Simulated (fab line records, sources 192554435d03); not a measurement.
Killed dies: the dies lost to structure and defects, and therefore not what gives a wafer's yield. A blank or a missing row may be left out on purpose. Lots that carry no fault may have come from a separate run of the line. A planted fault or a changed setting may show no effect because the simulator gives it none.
Matching of chambers | flow n5_finfet | N5_BEOL_M9_STRIP_19 on rie_diel-02 has 4 sister chambers
The step strips in O2. 4 wafers are shown with their chamber, then 11 later ones without.

## WAFERS WITH THEIR CHAMBER
wafer  | chamber | showerhead_plenum_p_Torr (Torr)
L082.5 | 1       | 2.23
L087.4 | 2       | 2.12
L087.6 | 3       | 2.02
L091.2 | 0       | 2.11

## WAFERS WHOSE CHAMBER IS MISSING
wafer  | showerhead_plenum_p_Torr (Torr)
L091.3 | 2.11
L091.4 | 2.01
L092.2 | 2.01
L092.4 | 2.11
L092.5 | 2.22
L093.2 | 2.22
L093.3 | 2.11
L093.4 | 2.11
L096.2 | 2.11
L096.4 | 2.11
L096.6 | 2.01

## CHAMBER TAKEN BY EACH
wafer  | from the rows above     | in truth
L091.3 | can't be placed: 0 or 2 | 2
L091.4 | 3                       | 3
L092.2 | 3                       | 3
L092.4 | can't be placed: 0 or 2 | 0
L092.5 | 1                       | 1
L093.2 | 1                       | 1
L093.3 | can't be placed: 0 or 2 | 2
L093.4 | can't be placed: 0 or 2 | 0
L096.2 | can't be placed: 0 or 2 | 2
L096.4 | can't be placed: 0 or 2 | 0
L096.6 | 3                       | 3
5 of 11 placed correctly. Unplaceable from these rows: 6, with the true chamber sitting among the candidates in 6. 0 placed wrongly.
How it was worked out, from the rows above alone: a wafer's distance from a chamber is the root of the sum, over the readings, of the square of ((its reading less the chamber's mean) divided by the reading's scatter). The wafer belongs to the nearest chamber; if the next one is less than 2 further off, it can't be placed. Each chamber's mean is taken over the wafers shown for it. The scatter: with one shown wafer a chamber, the root of the mean of the squares of how far each hidden wafer lies from its nearest shown one.
